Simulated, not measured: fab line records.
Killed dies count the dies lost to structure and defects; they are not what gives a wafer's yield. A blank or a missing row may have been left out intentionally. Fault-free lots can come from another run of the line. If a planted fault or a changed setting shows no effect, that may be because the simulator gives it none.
Chamber matching | flow n5 finfet | 3 sister chambers for N5_BEOL_M4_ETCHBACK_99 on rie diel-03
The step etches SiO2 in CHF3, target depth 5 nm, time 10.4 s. 14 wafers are shown with their chamber, then 5 later ones without.

== WAFERS, EACH WITH ITS CHAMBER ==
wafer  | chamber | throttle valve pct (%) | rf vpp V (V) | oes_ar_750_au (a.u.)
L076.1 | 1       | 16.91                  | 226          | 0.95
L076.4 | 2       | 16.44                  | 243          | 0.90
L076.6 | 2       | 16.44                  | 245          | 0.90
L080.2 | 0       | 17.31                  | 234          | 0.72
L080.4 | 1       | 16.92                  | 226          | 0.93
L080.5 | 1       | 16.91                  | 226          | 0.92
L081.1 | 2       | 16.46                  | 243          | 0.87
L081.4 | 1       | 16.92                  | 227          | 0.90
L081.5 | 1       | 16.93                  | 226          | 0.91
L087.1 | 0       | 17.33                  | 232          | 0.70
L087.4 | 1       | 16.94                  | 226          | 0.89
L087.6 | 2       | 16.48                  | 245          | 0.86
L088.1 | 2       | 16.51                  | 244          | 0.86
L088.4 | 1       | 16.96                  | 228          | 0.88

SIGNATURES, as means of the wafers listed above
reading            | chamber 0 | chamber 1 | chamber 2 | scatter within a chamber
throttle valve pct | 17.3200   | 16.9271   | 16.4660   | 0.0227
rf vpp V           | 233.00    | 226.43    | 244.00    | 0.94
oes_ar_750_au      | 0.7100    | 0.9114    | 0.8780    | 0.0221
Rule: for a wafer and a chamber, the distance is found by dividing, reading by reading, the gap between the wafer's reading and the chamber's mean by the reading's scatter, squaring, summing and taking the root. If the next closest chamber is less than 2 further off than the closest, the wafer can't be placed; otherwise it belongs to the closest. The scatter is the square root of a quotient: the sum, over the shown wafers, of each reading's squared deviation from its chamber's mean, divided by wafers minus chambers.

== WAFERS WHOSE CHAMBER IS MISSING ==
wafer  | throttle valve pct (%) | rf vpp V (V) | oes_ar_750_au (a.u.)
L088.5 | 16.94                  | 226          | 0.88
L091.1 | 16.50                  | 244          | 0.85
L091.6 | 16.95                  | 227          | 0.88
L094.4 | 16.52                  | 243          | 0.84
L094.5 | 16.97                  | 227          | 0.87

== CHAMBER TAKEN BY EACH ==
wafer  | from the rows above | in truth
L088.5 | 1                   | 1
L091.1 | 2                   | 2
L091.6 | 1                   | 1
L094.4 | 2                   | 2
L094.5 | 1                   | 1
Placed correctly: 5 of 5. Number that these rows cannot place: 0. Wrongly placed: 0.
